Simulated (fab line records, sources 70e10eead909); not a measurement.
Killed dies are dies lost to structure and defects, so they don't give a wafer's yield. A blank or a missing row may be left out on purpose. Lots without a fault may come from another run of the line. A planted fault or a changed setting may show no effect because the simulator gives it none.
Chamber matching | flow nand_harc | NHARC_P_STI_CMP_21 on cmp-02: 4 sister chambers
The step polishes, t overpolish 20 s, target thk 380.67 nm. 4 wafers are shown with their chamber, then 11 later ones without.

WAFERS WITH THEIR CHAMBER
wafer  | chamber | motor_current_A (A)
L091.3 | 3       | 12.0
L091.4 | 2       | 11.1
L091.5 | 0       | 14.0
L092.3 | 1       | 12.5

WAFERS WITHOUT THEIR CHAMBER
wafer  | motor_current_A (A)
L092.4 | 13.4
L092.5 | 12.1
L095.1 | 11.5
L095.4 | 13.7
L095.5 | 10.5
L096.2 | 12.1
L096.4 | 11.3
L096.5 | 11.0
L097.1 | 12.7
L097.3 | 11.8
L097.5 | 13.5

WHICH CHAMBER EACH WENT THROUGH
wafer  | from the rows above          | in truth
L092.4 | can't be placed: 0 or 1      | 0
L092.5 | can't be placed: 3 or 1      | 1
L095.1 | can't be placed: 2 or 3 or 1 | 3
L095.4 | 0                            | 0
L095.5 | 2                            | 2
L096.2 | can't be placed: 3 or 1      | 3
L096.4 | can't be placed: 2 or 3      | 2
L096.5 | 2                            | 2
L097.1 | can't be placed: 1 or 3      | 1
L097.3 | can't be placed: 3 or 1 or 2 | 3
L097.5 | can't be placed: 0 or 1      | 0
Placed correctly: 3 of 11. Can't be placed from these rows: 8 (the true chamber is among the candidates in 8). Placed wrongly: 0.
How it was worked out, from the rows above alone: a wafer's distance from a chamber is the root of the sum, over the readings, of the square of ((its reading less the chamber's mean) divided by the reading's scatter). The wafer belongs to the nearest chamber; if the next one is less than 2 further off, it can't be placed. A chamber's mean is the mean of its shown wafers. The scatter: with one shown wafer a chamber, the root of the mean of the squares of how far each hidden wafer lies from its nearest shown one.
